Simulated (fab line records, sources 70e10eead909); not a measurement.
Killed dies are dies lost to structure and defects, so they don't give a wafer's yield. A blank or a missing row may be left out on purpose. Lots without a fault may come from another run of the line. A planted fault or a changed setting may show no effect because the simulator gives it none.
A struck lot beside a sound one | flow nand_harc | 17 steps out of a route of 1159
Sound: wafers L410.1, L410.4, L410.5. Struck: wafers L412.2, L412.4, L412.6. The cause comes at the end.
At each step with rows: each side's tool, then ch and its chambers, then its first start. Under that, the readings that differ: sound wafers | struck wafers | difference of the means | sigmas: that difference in standard deviations of wafers without a fault.
alike: readings whose means differ by less than 2 such deviations, and words and numbers that are the same on both sides. not compared: withheld readings, readings that some wafer has no value for, bounds like >300 that may hide the same value, and numbers for which the record gives no deviation and whose values overlap.
The two part at a step that has a row with sigmas, a row that says differs or no value, or rows on one side only. Numbers that don't overlap but have no deviation are shown without sigmas and don't part them. A reading that every wafer of one side lacks parts them only if that side has two wafers or more.

NHARC_P_ZERO_WELL_CD_MEAS_37: target cd 720 nm.
  sound on cd_sem-01 ch 0, day 2 15:59; struck on cd_sem-01 ch 0, day 3 04:13
  reading    | sound             | struck            | difference | sigmas
  cd_nm (nm) | 719.5 720.8 721.5 | 714.1 716.0 716.8 | -5.0       | -3
then, 1 step without rows for these wafers: NHARC_P_ZERO_WELL_HARDBAKE_38 (time 80 s).
NHARC_P_ZERO_WELL_DESCUM_39: chemistry O2, time 3 s.
  sound on rie_diel-01 ch 0,1,3, day 2 16:10; struck on rie_diel-01 ch 0,1, day 3 04:23
  alike: drypump_motor_current_A, oes_product_au, rf_vpp_V, showerhead_plenum_p_Torr, throttle_valve_pct
  not compared: rf_hours_counter_h
then, 9 steps without rows for these wafers: NHARC_P_ZERO_WELL_IMPLANT_40; NHARC_P_ZERO_WELL_IMPLANT_59; NHARC_P_ZERO_WELL_IMPLANT_60; NHARC_P_ZERO_WELL_STRIP_41 (strips in SPM, time 840 s); NHARC_P_ZERO_WELL_DEHYDRATE_44 (time 120 s); NHARC_P_ZERO_WELL_HMDS_45 (time 30 s); NHARC_P_ZERO_WELL_COAT_46; NHARC_P_ZERO_WELL_SOFTBAKE_47 (time 95 s); NHARC_P_ZERO_WELL_EBR_48.
NHARC_P_ZERO_WELL_EXPOSE_49: exposes mask P HVPW, target cd 2000 nm.
  sound on krf_scanner-04 ch 0, day 2 17:28; struck on krf_scanner-04 ch 0, day 3 05:35
  reading | sound                      | struck                              | difference | sigmas
  mask    | P_HVPW#0 P_HVPW#0 P_HVPW#0 | P_HVPW_R1#0 P_HVPW_R1#0 P_HVPW_R1#0 | differs    |
then, 2 steps without rows for these wafers: NHARC_P_ZERO_WELL_PEB_50 (peb time 85 s); NHARC_P_ZERO_WELL_DEVELOP_51 (time 70 s).
NHARC_P_ZERO_WELL_CD_MEAS_52: target cd 2000 nm.
  sound on cd_sem-01 ch 0, day 2 17:38; struck on cd_sem-01 ch 0
  reading    | sound                | struck               | difference | sigmas
  cd_nm (nm) | 1998.7 1997.6 1992.9 | 1763.1 1759.4 1761.2 | -235.2     | -99 or more
  not compared: hold
NHARC_END_SORT_01:
  the record has rows for the sound wafers here (prober-01 ch 0, day 20 22:23) and none for the struck ones

WHERE THEY PART
First at NHARC_P_ZERO_WELL_CD_MEAS_37; last, within this record, at NHARC_END_SORT_01.

WHY: what the simulator had put in
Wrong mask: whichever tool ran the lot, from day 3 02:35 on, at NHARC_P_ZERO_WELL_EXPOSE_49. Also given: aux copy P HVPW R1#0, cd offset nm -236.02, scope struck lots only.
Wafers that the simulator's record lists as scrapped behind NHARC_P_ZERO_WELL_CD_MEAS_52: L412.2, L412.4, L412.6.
